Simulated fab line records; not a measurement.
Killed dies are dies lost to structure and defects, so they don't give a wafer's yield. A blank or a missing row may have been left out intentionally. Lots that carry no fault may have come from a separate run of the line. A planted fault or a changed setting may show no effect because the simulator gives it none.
A struck lot beside a sound one / flow nandHarc / 41 steps out of a route of 1159
Sound: the wafers L333.2, L333.5, L333.6. Struck: wafer L344.4. At the end, the cause is stated.
For every step that has rows: the tool of each side, followed by ch and its chambers, followed by its first start. Under that, the readings that differ: sound wafers / struck wafers / difference of the means / sigmas: that difference in standard deviations of wafers without a fault.
alike: readings whose means differ by less than 2 such deviations, and words and numbers that are the same on both sides. not compared: withheld readings, readings that some wafer has no value for, bounds like >300 that may hide the same value, and numbers for which the record gives no deviation and whose values overlap.
A row with sigmas, a row that says differs or no value, or rows on one side alone: a step with any of these is where the two part. Non-overlapping numbers with no deviation appear without sigmas and do not part them. A reading missing from all wafers of one side parts the sides only when that side holds two or more wafers.

first, 9 steps without rows for these wafers: NHARC_A_STAIRCASE_HMDS_243 (time 30 s); NHARC_A_STAIRCASE_COAT_244; NHARC_A_STAIRCASE_SOFTBAKE_245 (time 170 s); NHARC_A_STAIRCASE_EBR_246; NHARC_A_STAIRCASE_EXPOSE_247 (exposes mask SDS 1); NHARC_A_STAIRCASE_PEB_248 (peb time 130 s); NHARC_A_STAIRCASE_DEVELOP_249 (time 140 s); NHARC_A_STAIRCASE_HARDBAKE_251 (time 140 s); NHARC_A_STAIRCASE_DESCUM_252 (chemistry O2, time 3 s).
NHARC_A_STAIRCASE_ETCH_253: etches the open film in C4F8/O2, target depth 50 nm, time 20.2 s.
  sound on rieDiel-13 ch 0,3, day 13 17:02; struck on rieDiel-03 ch 2, day 16 19:17
  alike: oesProductAu, rfVppV
  not compared: rfHoursCounterH
then, 1 step without rows for these wafers: NHARC_A_STAIRCASE_STRIP_254 (strips in O2).
NHARC_A_STAIRCASE_STRIP_255: strips in SPM, time 900 s.
  sound on wetBench-07 ch 0,1,7, day 13 17:35; struck on wetBench-07 ch 2, day 16 19:44
  alike: tempC
then, 2 steps without rows for these wafers: NHARC_A_STAIRCASE_PRECLEAN_256 (cleans in SC1); NHARC_A_STAIRCASE_SRD_257.
NHARC_A_STAIRCASE_HM_DEP_456: deposits aC, target thk 1500 nm.
  sound on aclDep-02 ch 0, day 13 22:52; struck on aclDep-03 ch 0, day 17 00:49
  alike: throttleValvePct
then, 15 steps without rows for these wafers: NHARC_A_STAIRCASE_DEP_259 (deposits SiON, target thk 30 nm); NHARC_A_STAIRCASE_DEHYDRATE_281 (time 120 s); NHARC_A_STAIRCASE_HMDS_282 (time 30 s); NHARC_A_STAIRCASE_COAT_283; NHARC_A_STAIRCASE_SOFTBAKE_284 (time 170 s); NHARC_A_STAIRCASE_EBR_285; NHARC_A_STAIRCASE_EXPOSE_286 (exposes mask CHOP 100); NHARC_A_STAIRCASE_PEB_287 (peb time 130 s); NHARC_A_STAIRCASE_DEVELOP_288 (time 140 s); NHARC_A_STAIRCASE_HARDBAKE_290 (time 140 s); NHARC_A_STAIRCASE_DESCUM_291 (chemistry O2, time 3 s); NHARC_A_STAIRCASE_ETCH_292 (etches the open film in CF4/CHF3); NHARC_A_STAIRCASE_HM_OPEN_460 (chemistry O2/COS); NHARC_A_STAIRCASE_STRIP_461 (strips in O2/COS); NHARC_A_STAIRCASE_ETCH_452 (etches the open film in CF4/O2, target depth 30 nm, overetch 3 nm, time 16.5 s).
NHARC_A_STAIRCASE_ETCH_294: etches the open film in C4F8/O2/Ar, target depth 4992 nm, time 1212.4 s.
  sound on rieDiel-03 ch 0,1; struck on rieDiel-04 ch 0
  alike: oesProductAu, rfVppV
  not compared: rfHoursCounterH
then, 4 steps without rows for these wafers: NHARC_A_STAIRCASE_STRIP_295 (strips in O2); NHARC_A_STAIRCASE_STRIP_296 (strips in SPM, time 900 s); NHARC_A_STAIRCASE_PRECLEAN_297 (cleans in SC1); NHARC_A_STAIRCASE_SRD_298.
NHARC_A_STAIRCASE_HM_DEP_462: deposits aC, target thk 800 nm.
  sound on aclDep-03 ch 0, day 14 06:23; struck on aclDep-03 ch 0, day 17 08:53
  alike: throttleValvePct
NHARC_A_STAIRCASE_DEP_301: deposits SiON, target thk 30 nm.
  sound on pecvd-02 ch 0,1,2, day 14 08:00; struck on pecvd-04 ch 0, day 17 09:58
reading=chamberPressureTorr (Torr); sound=3.505 3.500 3.508; struck=3.488; difference=-0.016; sigmas=-2
reading=heaterPowerW (W); sound=725 734 743; struck=536; difference=-198; sigmas=-2
  alike: showerheadVppV
then, 2 steps without rows for these wafers: NHARC_A_STAIRCASE_DEHYDRATE_302 (time 120 s); NHARC_A_STAIRCASE_HMDS_303 (time 30 s).
-- the record jumps here: 2 days lie between the struck wafers' starts before and after (it left off in module A_STAIRCASE and takes up again in module A_SGD_CUT, whose first step shown is number 747 of the route) --
NHARC_A_SGD_CUT_DEP_00: deposits SiNx, target thk 50 nm.
  sound on pecvd-04 ch 0,2, day 16 10:23; struck on pecvd-01 ch 1, day 19 14:22
reading=hold; sound=- - -; struck=awaitDispo/1.0h/release; difference=no value on the sound wafers; sigmas=
reading=heaterPowerW (W); sound=503 521 740; struck=872; difference=+284; sigmas=+3
-- break in the record here, with 7 days between the starts of the struck wafers on either side (left off in module A_SGD_CUT, picked up again in module END, where the first step shown is number 1159 on the route) --
NHARC_END_SORT_01:
  sound on prober-02 ch 0, day 21 17:34; struck on prober-02 ch 0, day 26 10:28
reading=killedAtArray; sound=31 26 27; struck=118; difference=+90; sigmas=+10
reading=killedDies; sound=37 36 36; struck=122; difference=+86; sigmas=+10
  alike: killedAtOther, killedAtPeriphery, killedOpen, killedShort

== WHERE THEY PART ==
First at NHARC_A_STAIRCASE_DEP_301; last, within this record, at NHARC_END_SORT_01.

WHY: what the simulator had put in
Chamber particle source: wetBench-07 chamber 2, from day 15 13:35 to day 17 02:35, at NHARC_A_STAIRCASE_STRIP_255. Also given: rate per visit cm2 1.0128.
